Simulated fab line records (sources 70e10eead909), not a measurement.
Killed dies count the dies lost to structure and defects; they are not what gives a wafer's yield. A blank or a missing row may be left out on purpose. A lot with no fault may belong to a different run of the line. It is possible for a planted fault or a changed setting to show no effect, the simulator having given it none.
Chamber matching / flow nand_harc / NHARC_A_CONTACT_ETCH_102 on rie_diel-13 has 4 sister chambers
The step etches the open film in CF4/O2, target depth 100 nm, overetch 10 nm, time 55 s. 16 wafers are shown with their chamber, then 8 later ones without.

WAFERS, EACH WITH ITS CHAMBER
wafer=L074.2; chamber=0; showerhead_plenum_p_Torr (Torr)=1.41; rf_vpp_V (V)=197.9; oes_f_703_au (a.u.)=1.008
wafer=L074.5; chamber=2; showerhead_plenum_p_Torr (Torr)=1.37; rf_vpp_V (V)=197.6; oes_f_703_au (a.u.)=0.998
wafer=L074.6; chamber=1; showerhead_plenum_p_Torr (Torr)=1.35; rf_vpp_V (V)=196.6; oes_f_703_au (a.u.)=1.003
wafer=L078.1; chamber=3; showerhead_plenum_p_Torr (Torr)=1.26; rf_vpp_V (V)=195.6; oes_f_703_au (a.u.)=1.003
wafer=L078.4; chamber=1; showerhead_plenum_p_Torr (Torr)=1.35; rf_vpp_V (V)=196.9; oes_f_703_au (a.u.)=0.999
wafer=L078.5; chamber=3; showerhead_plenum_p_Torr (Torr)=1.26; rf_vpp_V (V)=195.0; oes_f_703_au (a.u.)=1.000
wafer=L079.2; chamber=3; showerhead_plenum_p_Torr (Torr)=1.26; rf_vpp_V (V)=195.9; oes_f_703_au (a.u.)=1.007
wafer=L079.5; chamber=3; showerhead_plenum_p_Torr (Torr)=1.26; rf_vpp_V (V)=197.4; oes_f_703_au (a.u.)=0.999
wafer=L079.6; chamber=2; showerhead_plenum_p_Torr (Torr)=1.37; rf_vpp_V (V)=200.1; oes_f_703_au (a.u.)=0.997
wafer=L086.1; chamber=1; showerhead_plenum_p_Torr (Torr)=1.34; rf_vpp_V (V)=198.3; oes_f_703_au (a.u.)=1.003
wafer=L086.3; chamber=3; showerhead_plenum_p_Torr (Torr)=1.25; rf_vpp_V (V)=195.6; oes_f_703_au (a.u.)=1.003
wafer=L086.4; chamber=2; showerhead_plenum_p_Torr (Torr)=1.37; rf_vpp_V (V)=198.6; oes_f_703_au (a.u.)=1.001
wafer=L088.1; chamber=1; showerhead_plenum_p_Torr (Torr)=1.34; rf_vpp_V (V)=198.3; oes_f_703_au (a.u.)=0.996
wafer=L088.2; chamber=2; showerhead_plenum_p_Torr (Torr)=1.36; rf_vpp_V (V)=199.3; oes_f_703_au (a.u.)=1.004
wafer=L088.5; chamber=1; showerhead_plenum_p_Torr (Torr)=1.34; rf_vpp_V (V)=197.9; oes_f_703_au (a.u.)=1.001
wafer=L090.1; chamber=2; showerhead_plenum_p_Torr (Torr)=1.36; rf_vpp_V (V)=198.5; oes_f_703_au (a.u.)=0.992

SIGNATURES (means of the wafers above)
reading=showerhead_plenum_p_Torr; chamber 0=1.4100; chamber 1=1.3440; chamber 2=1.3660; chamber 3=1.2580; scatter within a chamber=0.00516
reading=rf_vpp_V; chamber 0=197.900; chamber 1=197.600; chamber 2=198.820; chamber 3=195.900; scatter within a chamber=0.881
reading=oes_f_703_au; chamber 0=1.00800; chamber 1=1.00040; chamber 2=0.99840; chamber 3=1.00240; scatter within a chamber=0.0036
Rule: for each reading, subtract the chamber's mean from the wafer's reading, divide by that reading's scatter and square the result; add these up over the readings and take the root, which gives the wafer's distance from the chamber. If the next closest chamber is less than 2 further off than the closest, the wafer can't be placed; otherwise it belongs to the closest. How the scatter is found: for the shown wafers, subtract from each reading the mean of its chamber, square and add these, divide the total by (wafers less chambers), then take the root.

WAFERS MISSING THEIR CHAMBER
wafer=L090.4; showerhead_plenum_p_Torr (Torr)=1.34; rf_vpp_V (V)=197.7; oes_f_703_au (a.u.)=1.005
wafer=L090.5; showerhead_plenum_p_Torr (Torr)=1.34; rf_vpp_V (V)=197.8; oes_f_703_au (a.u.)=0.991
wafer=L095.2; showerhead_plenum_p_Torr (Torr)=1.33; rf_vpp_V (V)=197.1; oes_f_703_au (a.u.)=1.005
wafer=L095.3; showerhead_plenum_p_Torr (Torr)=1.36; rf_vpp_V (V)=197.9; oes_f_703_au (a.u.)=0.995
wafer=L095.6; showerhead_plenum_p_Torr (Torr)=1.25; rf_vpp_V (V)=195.7; oes_f_703_au (a.u.)=1.001
wafer=L096.3; showerhead_plenum_p_Torr (Torr)=1.39; rf_vpp_V (V)=199.3; oes_f_703_au (a.u.)=1.004
wafer=L096.4; showerhead_plenum_p_Torr (Torr)=1.33; rf_vpp_V (V)=199.1; oes_f_703_au (a.u.)=0.994
wafer=L096.5; showerhead_plenum_p_Torr (Torr)=1.36; rf_vpp_V (V)=197.7; oes_f_703_au (a.u.)=1.000

WHICH CHAMBER EACH WENT THROUGH
wafer=L090.4; from the rows above=1; in truth=1
wafer=L090.5; from the rows above=1; in truth=1
wafer=L095.2; from the rows above=1; in truth=1
wafer=L095.3; from the rows above=can't be placed: 2 or 1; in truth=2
wafer=L095.6; from the rows above=3; in truth=3
wafer=L096.3; from the rows above=can't be placed: 0 or 2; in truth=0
wafer=L096.4; from the rows above=1; in truth=1
wafer=L096.5; from the rows above=can't be placed: 2 or 1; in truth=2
Correct placement for 5 of the 8. Cannot be placed on the basis of these rows: 3; the candidates contain the true chamber in 3. 0 placed wrongly.
